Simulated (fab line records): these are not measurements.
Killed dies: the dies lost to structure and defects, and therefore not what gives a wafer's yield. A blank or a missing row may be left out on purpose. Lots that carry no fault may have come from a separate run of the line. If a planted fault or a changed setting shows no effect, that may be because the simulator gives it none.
fab line records	flow n5Finfet
record lots=10	wafers=30	lastDay=17
route steps=1938 shown PMOS_HMC_CHANNEL_EPI@73 FIN_SAQP@94 BEOL_M4@1111 PASSIVATION@1936
lots untouched by any fault: they come from a run of this same line in which no faults occurred
startH: the number of hours between the record's first day and the start of the first shown wafer of the lot	waitH: how many hours have passed since the lot's step before this one	" as in the row above	L1.1+2: several wafers, shown together as one row	- no value, or no start given	* or withheld: withheld	< > ~ a bound
route shown NAME@n: NAME is a module with steps in the file, n the number in the route of the first one	usual: mean/standard deviation of fault-free wafers	same: alike in all rows	chamber/n: place in a boat	sites: per-site readings	_std_site: the values' standard deviation	_edge_site: inner sites' mean taken away from outer sites' mean	radiusMm: how far each site lies from the wafer's centre	mask NAME#n: copy n	behind: the tool/chamber that last shaped the wafer	hold: what put the lot on hold/how long, in hours/how the hold closed	device: names the non-switching transistor (n, p or np)	end of line: at the end of the route, the tests of the same wafers	where a step has no rows: the recipe by itself	killed: count of dies lost to structure and defects at first sort (not the wafer's yield)	map: dies across one wafer; x = killed, . = not, _ = none there
set.NAME: setting as actually run; set.NAME@STEP: the setting as run at that earlier step	model.NAME: the simulator's own value behind a step, which no gauge read
route steps across a sampled set of lots; one table per step, one row per wafer
services: when a tool's chamber went out of use (startH, in hours from the record's first day, below 0 if earlier), for how many hours, and the reason
## steps
# step N5_PMOS_HMC_CHANNEL_EPI_ETCH_38
# recipe chemistry=CF4	target=SiO2	targetDepthA=15	ionEnergyEv=350	pressureMtorr=10	icpW=800	biasW=400	cf4FlowSccm=80
# usual drypumpMotorCurrentA=5.6/0.47	oesProductAu=1.001/0.02	throttleValvePct=21.72/0.29
lot.wafer	tool	chamber	startH	waitH	drypumpMotorCurrentA	oesProductAu	rfHoursCounterH	throttleValvePct
L527.1	rieSi-04	2	29.74	0.0	5.2	1.029	94	21.77
L527.3	"	0	"	"	5.3	1.027	72	21.41
L527.5	"	0	"	"	5.3	1.014	-	21.40
L530.1	rieSi-01	2	48.18	0.0	5.3	1.011	167	22.06
L530.4	"	2	"	"	5.3	1.013	-	22.05
L530.6	"	0	"	"	5.4	0.989	-	21.88
L531.1	rieSi-04	0	55.09	0.0	5.3	1.029	73	21.41
L531.4	"	2	"	"	5.3	1.031	94	21.75
L531.5	"	0	"	"	5.3	1.020	-	21.42
L533.1	rieSi-06	3	65.87	0.0	5.2	0.974	91	21.55
L533.2	"	2	"	"	6.3	0.971	155	22.00
L533.5	"	1	"	"	4.9	0.982	-	21.85
L540.3	rieSi-06	0	107.57	0.0	5.9	1.003	8	21.58
L540.5	"	0	"	"	5.9	1.002	-	21.58
L540.6	"	3	"	"	5.2	0.970	-	21.55
L544.1	rieSi-01	1	131.45	0.0	6.0	1.021	1	22.16
L544.3	"	0	"	"	5.4	0.991	98	21.88
L544.5	"	2	"	"	5.3	1.021	-	22.07
L545.1	rieSi-04	3	137.79	0.0	6.2	0.977	127	21.48
L545.3	"	1	"	"	4.8	1.014	70	21.50
L545.4	"	0	"	"	5.3	1.020	74	21.39
L546.3	rieSi-06	0	144.13	0.0	5.9	1.005	9	21.58
L546.4	"	3	"	"	5.1	0.970	92	21.56
L546.6	"	2	"	"	6.3	0.970	-	21.98
L547.2	rieSi-06	1	150.10	0.0	5.0	0.996	143	21.86
L547.4	"	0	"	"	5.9	1.001	9	21.58
L547.6	"	1	"	"	5.0	0.997	-	21.88
L548.3	rieSi-04	1	155.76	0.0	4.8	1.011	71	21.48
L548.5	"	1	"	"	4.8	1.003	-	21.49
L548.6	"	0	"	"	5.3	1.026	-	21.40
# step N5_PMOS_HMC_CHANNEL_EPI_EPI_20
# recipe material=SiGe30	maskMaterial=SiO2	pressureTorr=20	targetThkA=590	tempC=600
# usual susceptorTempC=600.08/0.29	susceptor_temp_C_max=601.9/0.93
lot.wafer	tool	chamber	startH	waitH	susceptorTempC	susceptor_temp_C_max
L527.1	epiRpcvd-04	0	29.93	0.0	600.09	602.4
L527.3	"	0	"	"	600.01	602.9
L527.5	"	0	"	"	599.51	602.0
L530.1	epiRpcvd-03	0	48.37	0.0	600.04	601.3
L530.4	"	0	"	"	600.22	601.1
L530.6	"	0	"	"	599.93	600.9
L531.1	epiRpcvd-04	0	55.28	0.0	607.52	609.9
L531.4	"	0	"	"	607.41	609.5
L531.5	"	0	"	"	607.38	610.0
L533.1	epiRpcvd-04	0	66.06	0.0	606.92	609.5
L533.2	"	0	"	"	607.48	609.9
L533.5	"	0	"	"	607.43	610.2
L540.3	epiRpcvd-02	0	108.16	0.4	599.74	601.4
L540.5	"	0	"	"	600.11	601.0
L540.6	"	0	"	"	600.27	601.4
L544.1	epiRpcvd-02	0	131.64	0.0	600.21	601.3
L544.3	"	0	"	"	599.93	600.8
L544.5	"	0	"	"	600.11	601.0
L545.1	epiRpcvd-04	0	137.98	0.0	600.38	602.4
L545.3	"	0	"	"	600.23	603.7
L545.4	"	0	"	"	600.29	602.9
L546.3	epiRpcvd-02	0	144.72	0.4	600.00	601.1
L546.4	"	0	"	"	599.40	600.5
L546.6	"	0	"	"	599.72	600.8
L547.2	epiRpcvd-04	0	150.53	0.2	600.05	602.8
L547.4	"	0	"	"	600.00	603.1
L547.6	"	0	"	"	600.45	603.4
L548.3	epiRpcvd-02	0	156.35	0.4	600.15	600.9
L548.5	"	0	"	"	599.61	600.5
L548.6	"	0	"	"	599.52	600.4
# step N5_PMOS_HMC_CHANNEL_EPI_INSPECT_30
# recipe inspectInstrument=darkfield	mode=postEpi
# usual rawDefectCount=19/5.9
lot.wafer	tool	chamber	startH	waitH	rawDefectCount
L527.1	defectInspect-01	-	32.04	0.0	30
L527.3	"	-	"	"	12
L527.5	"	-	"	"	14
L530.1	defectInspect-01	-	50.50	0.0	17
L530.4	"	-	"	"	22
L530.6	"	-	"	"	24
L531.1	defectInspect-01	-	57.44	0.0	20
L531.4	"	-	"	"	22
L531.5	"	-	"	"	22
L533.1	defectInspect-02	-	68.17	0.0	19
L533.2	"	-	"	"	17
L533.5	"	-	"	"	11
L540.3	defectInspect-02	-	109.87	0.0	20
L540.5	"	-	"	"	27
L540.6	"	-	"	"	18
L544.1	defectInspect-01	-	133.76	0.0	18
L544.3	"	-	"	"	28
L544.5	"	-	"	"	28
L545.1	defectInspect-02	-	140.09	0.0	26
L545.3	"	-	"	"	33
L545.4	"	-	"	"	36
L546.3	defectInspect-01	-	146.53	0.0	14
L546.4	"	-	"	"	11
L546.6	"	-	"	"	17
L547.2	defectInspect-02	-	152.53	0.0	17
L547.4	"	-	"	"	15
L547.6	"	-	"	"	15
L548.3	defectInspect-02	-	158.06	0.0	18
L548.5	"	-	"	"	28
L548.6	"	-	"	"	14
# step N5_FIN_SAQP_ALD_61
# recipe material=SiO2	targetThkA=40	tempC=300	aldPrecursorFamily=BDEAS	aldCoReactant=O2-plasma	pulseTimeS=1	purgeTimeS=2	coReactantPurgeTimeS=2	aldCycles=43	pressureTorr=2
# usual heaterPowerW=485/78	precursorPulseHeightRel=0.999/0.02
lot.wafer	tool	chamber	startH	waitH	heaterPowerW	precursorPulseHeightRel
L527.1	aldSin-04	1	32.33	0.2	453	1.019
L527.3	"	2	"	"	449	0.974
L527.5	"	2	"	"	447	0.995
L530.1	aldSin-04	1	50.65	0.0	461	1.006
L530.4	"	2	"	"	440	1.006
L530.6	"	3	"	"	419	0.986
L531.1	aldSin-04	3	57.56	0.0	422	0.987
L531.4	"	1	"	"	457	1.006
L531.5	"	1	"	"	454	1.001
L533.1	aldSin-01	1	68.31	0.0	434	1.006
L533.2	"	0	"	"	608	1.014
L533.5	"	0	"	"	613	0.989
L540.3	aldSin-01	2	110.00	0.0	477	1.024
L540.5	"	0	"	"	628	1.005
L540.6	"	3	"	"	406	0.999
L544.1	aldSin-04	3	133.88	0.0	414	1.044
L544.3	"	0	"	"	646	0.988
L544.5	"	0	"	"	626	0.979
L545.1	aldSin-03	0	140.21	0.0	445	0.970
L545.3	"	3	"	"	406	0.978
L545.4	"	1	"	"	558	1.000
L546.3	aldSin-04	3	146.65	0.0	408	1.007
L546.4	"	1	"	"	460	0.981
L546.6	"	0	"	"	634	1.040
L547.2	aldSin-04	1	152.82	0.2	450	0.994
L547.4	"	0	"	"	627	0.971
L547.6	"	1	"	"	454	0.988
L548.3	aldSin-04	1	158.26	0.0	459	1.010
L548.5	"	3	"	"	425	1.010
L548.6	"	0	"	"	648	1.023
# step N5_BEOL_M4_RC_MEAS_101
# usual DIBL_N=37.2/1.9	DIBL_P=37.3/2.2	IOFF_N=0.18/0.038	IOFF_P=0.22/0.039	ION_N=678/11	ION_P=462/6.9	SS_N=71.8/0.68	SS_P=73.5/0.65	VT_N=249/3.4	VT_P=-250/3.2
lot.wafer	tool	chamber	startH	waitH	DIBL_N[mV/V]	DIBL_P[mV/V]	IOFF_N[nA/um]	IOFF_P[nA/um]	ION_N[uA/um]	ION_P[uA/um]	SS_N[mV/dec]	SS_P[mV/dec]	VT_N[mV]	VT_P[mV]
L527.1	prober-02	0	188.22	0.0	39.3	37.7	0.19	0.21	668	450	71.0	73.9	248	-252
L527.3	"	0	"	"	40.1	37.9	0.23	0.22	678	459	72.0	74.3	244	-250
L527.5	"	0	"	"	41.2	40.2	0.24	0.25	681	461	72.1	74.2	244	-254
L530.1	prober-01	0	209.26	0.0	37.4	40.0	0.20	0.25	686	475	72.4	73.3	244	-247
L530.4	"	0	"	"	36.9	38.2	0.19	0.23	676	465	72.2	74.3	249	-250
L530.6	"	0	"	"	35.6	36.7	0.16	0.20	679	457	71.0	73.1	251	-250
L531.1	prober-01	0	212.36	0.0	35.6	35.5	0.15	0.20	672	464	70.9	73.2	252	-250
L531.4	"	0	"	"	35.2	35.0	0.15	0.19	685	468	71.3	72.8	249	-251
L531.5	"	0	"	"	36.8	37.3	0.17	0.21	679	466	70.8	73.7	248	-251
L533.1	prober-02	0	220.11	0.0	35.2	37.5	0.16	0.16	677	448	71.6	73.3	249	-257
L533.2	"	0	"	"	36.0	38.6	0.18	0.18	698	463	71.8	73.4	246	-255
L533.5	"	0	"	"	37.0	39.7	0.19	0.18	702	463	71.8	73.9	246	-254
L540.3	prober-01	0	259.47	0.3	36.9	35.2	0.15	0.19	676	461	71.7	72.9	250	-250
L540.5	"	0	"	"	38.3	38.0	0.19	0.24	684	464	71.8	74.0	248	-249
L540.6	"	0	"	"	36.3	35.0	0.15	0.20	675	460	71.7	73.7	251	-251
L544.1	prober-01	0	291.84	0.0	37.6	35.7	0.16	0.21	677	463	71.9	73.2	249	-249
L544.3	"	0	"	"	37.7	35.5	0.17	0.21	670	457	72.4	73.9	247	-250
L544.5	"	0	"	"	37.3	36.3	0.16	0.24	677	464	72.1	73.7	248	-250
L545.1	prober-02	0	292.55	0.2	36.8	35.1	0.17	0.22	677	458	71.2	73.7	248	-248
L545.3	"	0	"	"	36.7	36.2	0.17	0.24	682	469	72.7	73.2	248	-248
L545.4	"	0	"	"	37.4	36.5	0.21	0.25	691	470	72.2	73.4	244	-245
L546.3	prober-02	0	300.65	0.3	36.7	38.0	0.19	0.22	684	462	71.4	73.8	247	-250
L546.4	"	0	"	"	37.6	39.6	0.22	0.26	690	462	72.2	73.6	247	-249
L546.6	"	0	"	"	36.4	37.7	0.18	0.22	685	462	72.3	73.1	248	-250
L547.2	prober-01	0	301.36	0.2	37.2	40.0	0.18	0.22	668	452	72.0	74.4	250	-251
L547.4	"	0	"	"	37.0	39.2	0.17	0.20	673	461	72.1	73.6	250	-255
L547.6	"	0	"	"	35.9	37.1	0.14	0.17	655	445	72.4	73.8	254	-255
L548.3	prober-02	0	310.43	0.3	35.6	36.9	0.16	0.19	669	460	71.8	73.2	251	-253
L548.5	"	0	"	"	33.3	32.9	0.11	0.15	655	453	71.8	73.2	257	-255
L548.6	"	0	"	"	37.0	37.7	0.18	0.22	678	459	72.6	73.6	248	-250
# step N5_PASSIVATION_PROBE_49
# usual defectLimitedYield=91.2/1.6	killed_at_M0_to_M3=31/10	killed_at_M4_up=14/4.4	killedAtContacts=13/6	killedAtFrontEnd=43/13	killedAtOther=3.5/2.6	killedDies=104/18	killedOpen=68/14	killedShort=34/8.1	sort_bin_5_function=5.1/1.1	sort_bin_6_memory=3.3/0.68	sort_bin_8_speed=0.00/0.0071	sortNPass=1076/18	sortYieldPct=91.2/1.6
# same grossDies=1180	killedAtBackSide=0	sort_bin_4_leakage[%]=0
lot.wafer	tool	chamber	startH	waitH	defectLimitedYield[%]	killed_at_M0_to_M3	killed_at_M4_up	killedAtContacts	killedAtFrontEnd	killedAtOther	killedDies	killedOpen	killedShort	sort_bin_5_function[%]	sort_bin_6_memory[%]	sort_bin_8_speed[%]	sortNPass	sortYieldPct[%]
L527.1	prober-02	-	289.90	0.0	89.5	54	9	8	50	3	124	83	41	5.8	4.2	0	1056	89.5
L527.3	prober-02	-	290.00	0.1	90.3	41	10	15	47	1	114	63	43	6.4	2.3	0	1066	90.3
L527.5	prober-02	-	290.10	0.2	91.5	40	10	9	40	1	100	74	26	5.4	3.0	0	1080	91.5
L530.1	prober-01	-	311.97	0.0	89.7	22	11	17	63	8	121	87	33	5.6	4.4	0	1059	89.7
L530.4	prober-01	-	312.12	0.2	90.3	26	11	17	54	7	115	73	41	6.4	3.2	0	1065	90.3
L530.6	prober-01	-	312.22	0.3	90.6	28	7	8	64	4	111	69	39	6.1	3.2	0	1069	90.6
L533.1	prober-02	-	317.44	0.0	92.5	20	17	8	37	6	88	59	26	4.5	3.0	0	1092	92.5
L533.2	prober-02	-	317.49	0.1	90.7	17	19	14	55	5	110	67	43	5.3	3.5	0	1070	90.7
L533.5	prober-02	-	317.64	0.2	91.4	25	16	22	36	3	102	71	30	4.8	3.6	0	1078	91.4
L531.1	prober-01	-	321.12	0.0	92.5	31	18	13	24	2	88	59	29	4.2	2.7	0	1092	92.5
L531.4	prober-01	-	321.27	0.2	92.7	44	6	8	25	3	86	57	28	3.8	3.0	0	1094	92.7
L531.5	prober-01	-	321.32	0.2	90.5	35	10	7	60	0	112	60	48	6.0	3.2	0	1068	90.5
L540.3	prober-02	-	354.47	0.1	91.4	21	13	13	50	5	102	73	28	5.1	3.5	0.08	1078	91.4
L540.5	prober-02	-	354.57	0.2	93.6	22	13	14	19	8	76	56	19	4.0	2.3	0	1104	93.6
L540.6	prober-02	-	354.62	0.3	88.9	47	10	22	46	6	131	80	50	6.7	3.8	0	1049	88.9
L544.1	prober-01	-	400.99	0.0	89.9	24	12	23	59	1	119	76	36	5.8	3.6	0	1061	89.9
L544.3	prober-01	-	401.09	0.1	92.4	37	13	8	30	2	90	59	30	4.7	2.5	0	1090	92.4
L544.5	prober-01	-	401.19	0.2	91.9	6	7	8	74	1	96	52	38	4.2	3.3	0	1084	91.9
L545.1	prober-01	-	406.19	0.5	91.6	19	5	17	52	6	99	59	38	4.7	3.5	0	1081	91.6
L545.3	prober-01	-	406.29	0.6	87.3	44	23	27	54	2	150	106	42	7.5	4.8	0	1030	87.3
L545.4	prober-01	-	406.34	0.7	90.5	17	16	17	61	1	112	76	36	6.0	3.1	0	1068	90.5
L546.3	prober-02	-	411.88	0.1	93.2	16	17	6	41	0	80	58	22	4.5	2.1	0	1100	93.2
L546.4	prober-02	-	411.93	0.2	93.4	15	15	8	39	1	78	50	28	3.3	3.1	0	1102	93.4
L546.6	prober-02	-	412.03	0.3	93.1	22	10	12	35	2	81	49	32	3.2	3.4	0	1099	93.1
L547.2	prober-01	-	413.81	0.1	89.4	44	11	8	60	2	125	86	38	6.3	4.1	0	1055	89.4
L547.4	prober-01	-	413.91	0.2	91.3	38	11	15	39	0	103	74	26	5.3	3.2	0	1077	91.3
L547.6	prober-01	-	414.01	0.3	91.1	37	9	10	49	0	105	71	33	4.4	3.9	0	1075	91.1
L548.3	prober-01	-	419.55	0.1	91.4	19	19	14	43	7	102	64	31	4.7	3.1	0	1078	91.4
L548.5	prober-01	-	419.65	0.2	90.6	16	21	13	56	5	111	77	29	5.6	3.4	0	1069	90.6
L548.6	prober-01	-	419.70	0.3	91.1	43	20	7	31	4	105	74	28	5.1	3.5	0	1075	91.1
# killed by level:class
L527.1 STI_FIN_REVEAL:geometricParticle:open=20 BEOL_M0_SAQP:geometricParticle:open=16 BEOL_M3:geometricParticle:open=12 BEOL_M0_SAQP:geometricParticle:short=11 FIN_SAQP:geometricParticle:open=9 STI_FIN_REVEAL:geometricParticle:short=6 BEOL_M2:geometricParticle:open=6 MOL_CONTACT_COAG:geometricParticle:open=5
L527.3 FIN_SAQP:geometricParticle:short=14 BEOL_M3:geometricParticle:open=14 MOL_CONTACT_COAG:geometricParticle:open=10 BEOL_M0_SAQP:geometricParticle:short=9 FIN_SAQP:geometricParticle:open=8 HKMG_FIN:areaEtch=8 MOL_CONTACT_COAG:geometricParticle:short=5 BEOL_M1:geometricParticle:open=5
L527.5 STI_FIN_REVEAL:geometricParticle:open=13 BEOL_M0:geometricParticle:open=10 BEOL_M0_SAQP:geometricParticle:open=10 FIN_SAQP:geometricParticle:open=8 MOL_CONTACT_COAG:geometricParticle:open=7 BEOL_M2:geometricParticle:open=5 STI_FIN_REVEAL:geometricParticle:short=4 DUMMY_GATE:geometricParticle:open=4
L530.1 STI_FIN_REVEAL:geometricParticle:open=19 MOL_CONTACT_COAG:geometricParticle:open=16 BEOL_M1:geometricParticle:open=10 FIN_SAQP:geometricParticle:short=9 FIN_SAQP:geometricParticle:open=9 DUMMY_GATE:geometricParticle:open=8 BEOL_M4:geometricParticle:open=6 STI_FIN_REVEAL:geometricParticle:short=6
L530.4 MOL_CONTACT_COAG:geometricParticle:open=17 STI_FIN_REVEAL:geometricParticle:open=14 FIN_SAQP:geometricParticle:short=10 BEOL_M1:geometricParticle:open=10 GATE_CUT:geometricParticle:short=8 FIN_SAQP:geometricParticle:open=7 BEOL_M0_SAQP:geometricParticle:short=6 DUMMY_GATE:geometricParticle:open=5
L530.6 FIN_SAQP:geometricParticle:short=15 STI_FIN_REVEAL:geometricParticle:open=12 DUMMY_GATE:geometricParticle:open=9 BEOL_M0_SAQP:geometricParticle:open=9 BEOL_M0_SAQP:geometricParticle:short=8 MOL_CONTACT_COAG:geometricParticle:open=7 STARTING-WAFER:geometricParticle:open=7 FIN_SAQP:geometricParticle:open=6
L533.1 MOL_CONTACT_COAG:geometricParticle:open=8 STI_FIN_REVEAL:geometricParticle:open=6 FIN_SAQP:geometricParticle:short=5 DUMMY_GATE:geometricParticle:open=4 BEOL_M1:geometricParticle:open=4 BEOL_M2:geometricParticle:open=4 BEOL_M4:geometricParticle:open=4 BEOL_M5:geometricParticle:open=4
L533.2 FIN_SAQP:geometricParticle:short=13 MOL_CONTACT_COAG:geometricParticle:open=12 BEOL_M4:geometricParticle:open=12 FIN_SAQP:geometricParticle:open=9 GATE_CUT:geometricParticle:short=5 STI_FIN_REVEAL:geometricParticle:open=4 BEOL_M0_SAQP:geometricParticle:short=4 DUMMY_GATE:geometricParticle:open=3
L533.5 MOL_CONTACT_COAG:geometricParticle:open=17 STI_FIN_REVEAL:geometricParticle:open=15 BEOL_M2:geometricParticle:open=11 FIN_SAQP:geometricParticle:short=8 BEOL_M4:geometricParticle:open=8 FIN_SAQP:geometricParticle:open=7 MOL_CONTACT_COAG:geometricParticle:short=5 BEOL_M0_SAQP:geometricParticle:short=4
L531.1 BEOL_M0_SAQP:geometricParticle:open=12 MOL_CONTACT_COAG:geometricParticle:open=11 BEOL_M4:geometricParticle:open=10 GATE_CUT:geometricParticle:short=7 STARTING-WAFER:geometricParticle:short=4 BEOL_M0_SAQP:geometricParticle:short=4 BEOL_M2:geometricParticle:open=4 BEOL_M3:geometricParticle:open=4
L531.4 BEOL_M0_SAQP:geometricParticle:short=12 BEOL_M0_SAQP:geometricParticle:open=11 BEOL_M2:geometricParticle:open=9 MOL_CONTACT_COAG:geometricParticle:open=7 FIN_SAQP:geometricParticle:open=4 STI_FIN_REVEAL:geometricParticle:open=3 DUMMY_GATE:geometricParticle:open=3 BEOL_M0:geometricParticle:open=3
L531.5 FIN_SAQP:geometricParticle:short=13 ILD0:geometricParticle:open=7 GATE_CUT:geometricParticle:short=7 BEOL_M0_SAQP:geometricParticle:open=7 BEOL_M0:geometricParticle:open=7 STARTING-WAFER:geometricParticle:open=7 BEOL_M1:geometricParticle:open=6 FIN_SAQP:geometricParticle:open=5
L540.3 STI_FIN_REVEAL:geometricParticle:open=22 MOL_CONTACT_COAG:geometricParticle:open=11 STI_FIN_REVEAL:geometricParticle:short=7 BEOL_M4:geometricParticle:open=7 GATE_CUT:geometricParticle:short=5 GATE_CUT:geometricParticle:open=5 BEOL_M0_SAQP:geometricParticle:open=4 BEOL_M0:geometricParticle:open=4
L540.5 MOL_CONTACT_COAG:geometricParticle:open=12 BEOL_M4:geometricParticle:open=8 DUMMY_GATE:geometricParticle:open=6 BEOL_M0_SAQP:geometricParticle:open=6 BEOL_M0_SAQP:geometricParticle:short=5 PAD_METAL:geometricParticle:open=5 BEOL_M1:geometricParticle:open=4 STI_FIN_REVEAL:geometricParticle:short=2
L540.6 MOL_CONTACT_COAG:geometricParticle:open=19 BEOL_M0_SAQP:geometricParticle:short=11 BEOL_M3:geometricParticle:open=10 BEOL_M0_SAQP:geometricParticle:open=10 DUMMY_GATE:geometricParticle:open=7 FIN_SAQP:geometricParticle:open=6 STI_FIN_REVEAL:geometricParticle:open=6 BEOL_M2:geometricParticle:open=6
L544.1 MOL_CONTACT_COAG:geometricParticle:open=19 FIN_SAQP:geometricParticle:short=17 FIN_SAQP:geometricParticle:open=11 BEOL_M2:geometricParticle:open=9 GATE_CUT:geometricParticle:short=8 BEOL_M0:geometricParticle:open=6 HKMG_FIN:areaEtch=6 STI_FIN_REVEAL:geometricParticle:open=5
L544.3 BEOL_M0_SAQP:geometricParticle:open=10 BEOL_M0_SAQP:geometricParticle:short=8 FIN_SAQP:geometricParticle:short=7 MOL_CONTACT_COAG:geometricParticle:open=7 FIN_SAQP:geometricParticle:open=6 BEOL_M3:geometricParticle:open=6 BEOL_M2:geometricParticle:open=5 BEOL_M4:geometricParticle:open=5
L544.5 FIN_SAQP:geometricParticle:short=21 STI_FIN_REVEAL:geometricParticle:open=21 MOL_CONTACT_COAG:geometricParticle:open=8 FIN_SAQP:geometricParticle:open=7 HKMG_FIN:areaEtch=6 STARTING-WAFER:geometricParticle:open=5 GATE_CUT:geometricParticle:short=4 STI_FIN_REVEAL:geometricParticle:short=3
L545.1 STI_FIN_REVEAL:geometricParticle:open=10 MOL_CONTACT_COAG:geometricParticle:open=10 FIN_SAQP:geometricParticle:open=9 FIN_SAQP:geometricParticle:short=8 MOL_CONTACT_COAG:geometricParticle:short=7 GATE_CUT:geometricParticle:short=6 BEOL_M1:geometricParticle:open=6 DUMMY_GATE:geometricParticle:open=4
L545.3 MOL_CONTACT_COAG:geometricParticle:open=23 FIN_SAQP:geometricParticle:short=13 BEOL_M0_SAQP:geometricParticle:open=12 BEOL_M4:geometricParticle:open=12 FIN_SAQP:geometricParticle:open=10 BEOL_M1:geometricParticle:open=9 BEOL_M2:geometricParticle:open=9 BEOL_M0_SAQP:geometricParticle:short=8
L545.4 FIN_SAQP:geometricParticle:open=19 MOL_CONTACT_COAG:geometricParticle:open=11 FIN_SAQP:geometricParticle:short=9 BEOL_M4:geometricParticle:open=9 DUMMY_GATE:geometricParticle:open=8 STI_FIN_REVEAL:geometricParticle:open=6 MOL_CONTACT_COAG:geometricParticle:short=6 BEOL_M0_SAQP:geometricParticle:short=5
L546.3 FIN_SAQP:geometricParticle:open=10 BEOL_M4:geometricParticle:open=7 FIN_SAQP:geometricParticle:short=6 MOL_CONTACT_COAG:geometricParticle:open=5 STI_FIN_REVEAL:geometricParticle:open=5 DUMMY_GATE:geometricParticle:open=5 BEOL_M3:geometricParticle:open=5 BEOL_M0_SAQP:geometricParticle:open=4
L546.4 FIN_SAQP:geometricParticle:short=8 STI_FIN_REVEAL:geometricParticle:open=8 DUMMY_GATE:geometricParticle:open=7 GATE_CUT:geometricParticle:short=7 MOL_CONTACT_COAG:geometricParticle:open=6 BEOL_M3:geometricParticle:open=5 BEOL_M4:geometricParticle:open=5 BEOL_M1:geometricParticle:open=4
L546.6 DUMMY_GATE:geometricParticle:open=9 BEOL_M0_SAQP:geometricParticle:short=8 FIN_SAQP:geometricParticle:open=7 MOL_CONTACT_COAG:geometricParticle:open=7 FIN_SAQP:geometricParticle:short=6 BEOL_M0_SAQP:geometricParticle:open=6 MOL_CONTACT_COAG:geometricParticle:short=5 STI_FIN_REVEAL:geometricParticle:open=4
L547.2 FIN_SAQP:geometricParticle:open=16 STI_FIN_REVEAL:geometricParticle:open=16 BEOL_M2:geometricParticle:open=16 FIN_SAQP:geometricParticle:short=8 MOL_CONTACT_COAG:geometricParticle:open=7 BEOL_M1:geometricParticle:open=7 BEOL_M1:geometricParticle:short=7 BEOL_M2:geometricParticle:short=6
L547.4 BEOL_M1:geometricParticle:open=15 MOL_CONTACT_COAG:geometricParticle:open=14 BEOL_M2:geometricParticle:open=9 FIN_SAQP:geometricParticle:open=8 BEOL_M4:geometricParticle:open=5 STI_FIN_REVEAL:geometricParticle:open=5 DUMMY_GATE:geometricParticle:open=4 STARTING-WAFER:geometricParticle:short=4
L547.6 STI_FIN_REVEAL:geometricParticle:open=14 DUMMY_GATE:geometricParticle:open=12 BEOL_M0_SAQP:geometricParticle:open=10 MOL_CONTACT_COAG:geometricParticle:open=7 BEOL_M1:geometricParticle:open=7 BEOL_M2:geometricParticle:open=6 BEOL_M0_SAQP:geometricParticle:short=5 BEOL_M3:geometricParticle:open=5
L548.3 FIN_SAQP:geometricParticle:open=10 STI_FIN_REVEAL:geometricParticle:open=10 BEOL_M4:geometricParticle:open=10 MOL_CONTACT_COAG:geometricParticle:open=8 MOL_CONTACT_COAG:geometricParticle:short=6 HKMG_FIN:areaEtch=5 FIN_SAQP:geometricParticle:short=4 BEOL_M3:geometricParticle:open=4
L548.5 STI_FIN_REVEAL:geometricParticle:open=17 MOL_CONTACT_COAG:geometricParticle:open=12 BEOL_M4:geometricParticle:open=8 FIN_SAQP:geometricParticle:open=5 FIN_SAQP:geometricParticle:short=5 STI_FIN_REVEAL:geometricParticle:short=5 GATE_CUT:geometricParticle:open=5 BEOL_M3:geometricParticle:open=4
L548.6 STI_FIN_REVEAL:geometricParticle:open=11 BEOL_M1:geometricParticle:open=11 BEOL_M3:geometricParticle:open=10 MOL_CONTACT_COAG:geometricParticle:open=6 BEOL_M1:geometricParticle:short=5 BEOL_M2:geometricParticle:open=5 DUMMY_GATE:geometricParticle:open=4 BEOL_M7:geometricParticle:open=4
## services
tool	chamber	startH	hours	kind
aldSin-04	0	8.31	-	clean
aldSin-04	1	8.31	-	clean
aldSin-04	2	8.31	-	clean
aldSin-04	3	8.31	-	clean
aldSin-01	-	8.42	28.1	pm
rieSi-04	-	17.76	0.8	repair
aldSin-03	-	30.82	0.2	repair
aldSin-04	1	39.22	9.4	repair
epiRpcvd-04	-	51.83	2.6	repair
aldSin-01	-	53.38	0.3	repair
aldSin-01	3	56.61	12.0	repair
rieSi-01	-	64.90	2.8	pm
aldSin-03	-	69.92	2.8	pm
rieSi-06	1	71.37	4.5	repair
epiRpcvd-04	-	85.07	8.1	pm
aldSin-03	-	85.37	14.0	pm
rieSi-01	3	86.83	9.1	repair
rieSi-06	1	92.91	14.9	repair
rieSi-06	2	99.28	2.6	repair
rieSi-04	2	99.97	11.3	repair
epiRpcvd-03	-	109.24	2.8	pm
rieSi-04	1	109.90	3.8	repair
rieSi-06	3	134.02	7.5	repair
rieSi-04	2	151.23	2.1	repair
## key
firstSign step=N5_PMOS_HMC_CHANNEL_EPI_EPI_20	reading=susceptorTempC	direction=up	sigmas=25	usual=*	struck=*
effect step=N5_PMOS_HMC_CHANNEL_EPI_EPI_20	reading=susceptor_temp_C_max	direction=up	sigmas=8.5	usual=*	struck=*
metAt N5_PMOS_HMC_CHANNEL_EPI_EPI_20
struckLots L531,L533
notActingAt N5_PMOS_HMC_CHANNEL_EPI_ETCH_38,N5_PMOS_HMC_CHANNEL_EPI_INSPECT_30,N5_FIN_SAQP_ALD_61
onsetBetween 29.93 55.28
fault kind=processParameterDrift	tool=epiRpcvd-04	chamber=-	onsetH=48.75	steps=N5_PMOS_HMC_CHANNEL_EPI_EPI_20	channel=tempC	offset=*	shape=step	endH=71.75	actsIn=*	stated=*
